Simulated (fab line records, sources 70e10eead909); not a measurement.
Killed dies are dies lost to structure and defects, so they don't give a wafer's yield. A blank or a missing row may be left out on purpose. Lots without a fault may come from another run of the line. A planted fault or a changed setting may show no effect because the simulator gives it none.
A struck lot beside a sound one | flow nand_harc | 22 steps out of a route of 1159
Sound: wafers L335.1, L335.2, L335.5. Struck: wafers L352.1, L352.2, L352.3. The cause comes at the end.
At each step with rows: each side's tool, then ch and its chambers, then its first start. Under that, the readings that differ: sound wafers | struck wafers | difference of the means | sigmas: that difference in standard deviations of wafers without a fault.
alike: readings whose means differ by less than 2 such deviations, and words and numbers that are the same on both sides. not compared: withheld readings, readings that some wafer has no value for, bounds like >300 that may hide the same value, and numbers for which the record gives no deviation and whose values overlap.
The two part at a step that has a row with sigmas, a row that says differs or no value, or rows on one side only. Numbers that don't overlap but have no deviation are shown without sigmas and don't part them. A reading that every wafer of one side lacks parts them only if that side has two wafers or more.

NHARC_P_CONTACT_CVD_23: deposits W, target thk 200 nm, time 557 s.
  sound on cvd_w-02 ch 0,1; struck on cvd_w-02 ch 0,1
  alike: heater_power_w, throttle_valve_pct
NHARC_P_CONTACT_CMP_24: polishes, t overpolish 30 s, target thk 200 nm.
  sound on cmp-04 ch 0,2,3, day 6 10:55; struck on cmp-04 ch 1,2,3, day 10 16:37
  alike: motor_current_A, overpolish_run_s, slurry_filter_dp_kPa, time_to_endpoint_s
then, 1 step without rows for these wafers: NHARC_P_CONTACT_SRD_26.
NHARC_P_CONTACT_INSPECT_27:
  sound on defect_inspect-02, day 6 11:20; struck on defect_inspect-02, day 10 17:02
  alike: raw_defect_count
then, 7 steps without rows for these wafers: NHARC_P_M0_DEP_00 (deposits SiOC, target thk 150 nm); NHARC_P_M0_DEHYDRATE_01 (time 120 s); NHARC_P_M0_HMDS_02 (time 30 s); NHARC_P_M0_COAT_33 (time 65 s); NHARC_P_M0_COAT_03 (resist thk 90 nm); NHARC_P_M0_SOFTBAKE_04 (time 55 s); NHARC_P_M0_EBR_05.
NHARC_P_M0_EXPOSE_06: exposes mask P M0, target cd 90 nm.
  sound on arfi_scanner-02 ch 0, day 6 12:06; struck on arfi_scanner-01 ch 0, day 10 17:47
  reading                      | sound                | struck            | difference | sigmas
  exposure_dose_mJ_cm2         | 81.09 81.17 81.20    | 85.26 85.06 85.10 | +3.99      | +44
  model.P_M0.overlay_x_nm (nm) | 0.6045 0.6045 0.6045 | 10.23 10.23 10.23 | +9.63      |
  alike: mask, reticle_temp_C
then, 2 steps without rows for these wafers: NHARC_P_M0_PEB_07 (peb time 65 s); NHARC_P_M0_DEVELOP_08 (develop time 35 s).
NHARC_P_M0_CD_MEAS_09: target cd 90 nm.
  sound on cd_sem-02 ch 0, day 6 12:14; struck on cd_sem-03 ch 0, day 10 17:55
  reading    | sound          | struck         | difference | sigmas
  cd_nm (nm) | 89.6 90.1 90.0 | 93.2 93.6 92.8 | +3.3       | +6
NHARC_P_M0_OVL_MEAS_10: pitch 180 nm.
  sound on overlay-01, day 6 12:20; struck on overlay-01, day 10 18:01
  reading           | sound       | struck         | difference | sigmas
  overlay_x_nm (nm) | 0.8 0.7 0.8 | 10.3 10.4 10.4 | +9.6       | +9
  alike: overlay_y_nm
NHARC_P_M0_INSPECT_11:
  sound on defect_inspect-01, day 6 12:22; struck on defect_inspect-02, day 10 18:02
  alike: raw_defect_count
NHARC_P_M0_DESCUM_14: chemistry O2, time 3 s.
  sound on rie_diel-10 ch 2,3, day 6 12:26; struck on rie_diel-12 ch 0,1,2, day 10 18:06
  reading               | sound             | struck           | difference | sigmas
  model.P_M0.cd_nm (nm) | 89.88 90.25 90.42 | 93.96 94.1 92.84 | +3.45      |
  alike: drypump_motor_current_A, oes_product_au, rf_vpp_V, showerhead_plenum_p_Torr, throttle_valve_pct
  not compared: rf_hours_counter_h
NHARC_P_M0_ETCH_34: etches the open film in N2/H2, target depth 40 nm, overetch 12 nm, time 43.94 s.
  sound on rie_diel-10 ch 1,2, day 6 12:31; struck on rie_diel-12 ch 0,1,2, day 10 18:11
  alike: drypump_motor_current_A, oes_product_au, rf_fwd_power_W, rf_vpp_V, showerhead_plenum_p_Torr, throttle_valve_pct
  not compared: rf_hours_counter_h
NHARC_P_M0_ETCH_15: etches the open film in C4F8/Ar, target depth 150 nm, overetch 15 nm, time 82.5 s.
  sound on rie_diel-10 ch 0,2; struck on rie_diel-12 ch 0,2,3
  reading               | sound             | struck            | difference | sigmas
  model.P_M0.cd_nm (nm) | 90.11 90.04 90.29 | 93.96 94.22 93.15 | +3.63      |
  alike: oes_product_au, rf_fwd_power_W, rf_vpp_V
  not compared: rf_hours_counter_h
NHARC_P_M0_CD_MEAS_16:
  sound on cd_sem-02, day 6 12:44; struck on cd_sem-02, day 10 18:24
  reading    | sound          | struck         | difference | sigmas
  cd_nm (nm) | 89.9 90.0 90.1 | 94.1 94.2 93.3 | +3.9       | +6
-- the record jumps here: 14 days lie between the struck wafers' starts before and after (it left off in module P_M0 and takes up again in module END, whose first step shown is number 1159 of the route) --
NHARC_END_SORT_01:
  sound on prober-01 ch 0, day 19 04:30; struck on prober-02 ch 0, day 24 15:35
  alike: defect_limited_yield, killed_at_array, killed_at_other, killed_at_periphery, killed_dies, killed_open, killed_short, sort_bin_2_pct, sort_bin_3_pct, sort_bin_4_pct, sort_n_pass, sort_rim_yield_pct, sort_yield_pct

WHERE THEY PART
First at NHARC_P_M0_EXPOSE_06; last, within this record, at NHARC_P_M0_CD_MEAS_16. Later steps at which nothing parts them and some readings are alike: NHARC_END_SORT_01.

WHY: what the simulator had put in
Scanner matching overlay: arfi_scanner-01, from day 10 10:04 on, at NHARC_P_M0_EXPOSE_06. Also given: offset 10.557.
